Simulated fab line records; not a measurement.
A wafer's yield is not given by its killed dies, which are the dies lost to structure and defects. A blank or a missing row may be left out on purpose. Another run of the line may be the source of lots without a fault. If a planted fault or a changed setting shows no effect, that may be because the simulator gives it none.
Matching of chambers :: flow n5_finfet :: rie_diel-04 running N5_MOL_CONTACT_COAG_STRIP_72: 4 sister chambers
The step strips in N2/H2. 18 wafers are shown with their chamber, then 9 later ones without.

## WAFERS PAIRED WITH THEIR CHAMBERS
wafer: L079.2
chamber: 1
throttle_valve_pct (%): 24.1
showerhead_plenum_p_Torr (Torr): 2.51
oes_product_au (a.u.): 0.89

wafer: L079.3
chamber: 2
throttle_valve_pct (%): 24.0
showerhead_plenum_p_Torr (Torr): 2.50
oes_product_au (a.u.): 0.93

wafer: L079.6
chamber: 1
throttle_valve_pct (%): 24.1
showerhead_plenum_p_Torr (Torr): 2.51
oes_product_au (a.u.): 0.88

wafer: L081.2
chamber: 0
throttle_valve_pct (%): 23.1
showerhead_plenum_p_Torr (Torr): 2.54
oes_product_au (a.u.): 0.86

wafer: L081.5
chamber: 3
throttle_valve_pct (%): 24.1
showerhead_plenum_p_Torr (Torr): 2.62
oes_product_au (a.u.): 0.71

wafer: L081.6
chamber: 0
throttle_valve_pct (%): 23.1
showerhead_plenum_p_Torr (Torr): 2.54
oes_product_au (a.u.): 0.84

wafer: L088.1
chamber: 3
throttle_valve_pct (%): 24.1
showerhead_plenum_p_Torr (Torr): 2.62
oes_product_au (a.u.): 0.69

wafer: L088.5
chamber: 0
throttle_valve_pct (%): 23.2
showerhead_plenum_p_Torr (Torr): 2.53
oes_product_au (a.u.): 0.84

wafer: L088.6
chamber: 1
throttle_valve_pct (%): 24.1
showerhead_plenum_p_Torr (Torr): 2.50
oes_product_au (a.u.): 0.87

wafer: L089.3
chamber: 1
throttle_valve_pct (%): 24.1
showerhead_plenum_p_Torr (Torr): 2.50
oes_product_au (a.u.): 0.83

wafer: L089.4
chamber: 0
throttle_valve_pct (%): 23.1
showerhead_plenum_p_Torr (Torr): 2.53
oes_product_au (a.u.): 0.84

wafer: L089.6
chamber: 1
throttle_valve_pct (%): 24.1
showerhead_plenum_p_Torr (Torr): 2.50
oes_product_au (a.u.): 0.84

wafer: L091.1
chamber: 3
throttle_valve_pct (%): 24.1
showerhead_plenum_p_Torr (Torr): 2.61
oes_product_au (a.u.): 0.70

wafer: L091.2
chamber: 1
throttle_valve_pct (%): 24.1
showerhead_plenum_p_Torr (Torr): 2.50
oes_product_au (a.u.): 0.84

wafer: L091.6
chamber: 3
throttle_valve_pct (%): 24.1
showerhead_plenum_p_Torr (Torr): 2.62
oes_product_au (a.u.): 0.68

wafer: L092.1
chamber: 1
throttle_valve_pct (%): 24.2
showerhead_plenum_p_Torr (Torr): 2.50
oes_product_au (a.u.): 0.85

wafer: L092.4
chamber: 0
throttle_valve_pct (%): 23.1
showerhead_plenum_p_Torr (Torr): 2.53
oes_product_au (a.u.): 0.82

wafer: L092.6
chamber: 1
throttle_valve_pct (%): 24.2
showerhead_plenum_p_Torr (Torr): 2.50
oes_product_au (a.u.): 0.83

SIGNATURES, as means of the wafers listed above
reading: throttle_valve_pct
chamber 0: 23.120
chamber 1: 24.125
chamber 2: 24.000
chamber 3: 24.100
scatter within a chamber: 0.0405

reading: showerhead_plenum_p_Torr
chamber 0: 2.5340
chamber 1: 2.5025
chamber 2: 2.5000
chamber 3: 2.6175
scatter within a chamber: 0.00496

reading: oes_product_au
chamber 0: 0.8400
chamber 1: 0.8538
chamber 2: 0.9300
chamber 3: 0.6950
scatter within a chamber: 0.0191
Rule: distance of a wafer from a chamber = root of the sum over the readings of ((wafer's reading minus chamber's mean) / reading's scatter) squared. If the next closest chamber is less than 2 further off than the closest, the wafer can't be placed; otherwise it belongs to the closest. How the scatter is found: for the shown wafers, subtract from each reading the mean of its chamber, square and add these, divide the total by (wafers less chambers), then take the root.

## WAFERS WITHOUT THEIR CHAMBER
wafer: L093.1
throttle_valve_pct (%): 24.1
showerhead_plenum_p_Torr (Torr): 2.61
oes_product_au (a.u.): 0.68

wafer: L093.3
throttle_valve_pct (%): 23.1
showerhead_plenum_p_Torr (Torr): 2.53
oes_product_au (a.u.): 0.81

wafer: L093.4
throttle_valve_pct (%): 24.0
showerhead_plenum_p_Torr (Torr): 2.49
oes_product_au (a.u.): 0.88

wafer: L095.4
throttle_valve_pct (%): 24.1
showerhead_plenum_p_Torr (Torr): 2.50
oes_product_au (a.u.): 0.82

wafer: L095.5
throttle_valve_pct (%): 24.0
showerhead_plenum_p_Torr (Torr): 2.49
oes_product_au (a.u.): 0.89

wafer: L095.6
throttle_valve_pct (%): 24.1
showerhead_plenum_p_Torr (Torr): 2.61
oes_product_au (a.u.): 0.69

wafer: L097.1
throttle_valve_pct (%): 24.0
showerhead_plenum_p_Torr (Torr): 2.49
oes_product_au (a.u.): 0.87

wafer: L097.4
throttle_valve_pct (%): 23.1
showerhead_plenum_p_Torr (Torr): 2.52
oes_product_au (a.u.): 0.80

wafer: L097.5
throttle_valve_pct (%): 24.0
showerhead_plenum_p_Torr (Torr): 2.49
oes_product_au (a.u.): 0.88

## WHICH CHAMBER EACH ONE RAN IN
wafer: L093.1
from the rows above: 3
in truth: 3

wafer: L093.3
from the rows above: 0
in truth: 0

wafer: L093.4
from the rows above: can't be placed: 2 or 1
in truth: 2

wafer: L095.4
from the rows above: 1
in truth: 1

wafer: L095.5
from the rows above: can't be placed: 2 or 1
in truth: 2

wafer: L095.6
from the rows above: 3
in truth: 3

wafer: L097.1
from the rows above: can't be placed: 2 or 1
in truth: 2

wafer: L097.4
from the rows above: 0
in truth: 0

wafer: L097.5
from the rows above: can't be placed: 2 or 1
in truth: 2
5 of 9 placed correctly. Can't be placed from these rows: 4 (the true chamber is among the candidates in 4). Number placed wrongly: 0.
